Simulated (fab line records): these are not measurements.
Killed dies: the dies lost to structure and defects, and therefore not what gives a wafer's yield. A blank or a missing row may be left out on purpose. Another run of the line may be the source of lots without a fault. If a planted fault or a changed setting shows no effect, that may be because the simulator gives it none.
Matching of chambers / flow n5Finfet / 4 sister chambers for N5_MOL_CONTACT_COAG_STRIP_98 on rieDiel-03
The step strips in N2/H2. 4 wafers are shown with their chamber, then 10 later ones without.

## WAFERS, EACH WITH ITS CHAMBER
wafer=L088.2; chamber=0; drypumpMotorCurrentA (A)=5.5
wafer=L089.3; chamber=2; drypumpMotorCurrentA (A)=5.6
wafer=L092.1; chamber=3; drypumpMotorCurrentA (A)=6.0
wafer=L092.2; chamber=1; drypumpMotorCurrentA (A)=6.1

## WAFERS MISSING THEIR CHAMBER
wafer=L092.3; drypumpMotorCurrentA (A)=5.6
wafer=L091.1; drypumpMotorCurrentA (A)=6.1
wafer=L091.2; drypumpMotorCurrentA (A)=5.6
wafer=L091.3; drypumpMotorCurrentA (A)=6.0
wafer=L094.1; drypumpMotorCurrentA (A)=5.5
wafer=L094.5; drypumpMotorCurrentA (A)=5.5
wafer=L094.6; drypumpMotorCurrentA (A)=6.0
wafer=L096.1; drypumpMotorCurrentA (A)=6.2
wafer=L096.2; drypumpMotorCurrentA (A)=6.0
wafer=L096.4; drypumpMotorCurrentA (A)=5.5

## CHAMBER TAKEN BY EACH
wafer=L092.3; from the rows above=2; in truth=2
wafer=L091.1; from the rows above=1; in truth=1
wafer=L091.2; from the rows above=2; in truth=2
wafer=L091.3; from the rows above=3; in truth=3
wafer=L094.1; from the rows above=0; in truth=0
wafer=L094.5; from the rows above=0; in truth=0
wafer=L094.6; from the rows above=3; in truth=3
wafer=L096.1; from the rows above=1; in truth=1
wafer=L096.2; from the rows above=3; in truth=3
wafer=L096.4; from the rows above=0; in truth=0
Correctly placed: 10 of 10. Left unplaced by these rows: 0. Wrongly placed: 0.
How it was worked out, from the rows above alone: a wafer's distance from a chamber is the root of the sum, over the readings, of the square of ((its reading less the chamber's mean) divided by the reading's scatter). If the next closest chamber is less than 2 further off than the closest, the wafer can't be placed; otherwise it belongs to the closest. The mean given for a chamber averages the wafers shown for that chamber. The scatter: root of mean squared gap, hidden wafer to nearest shown wafer, with one shown wafer a chamber.
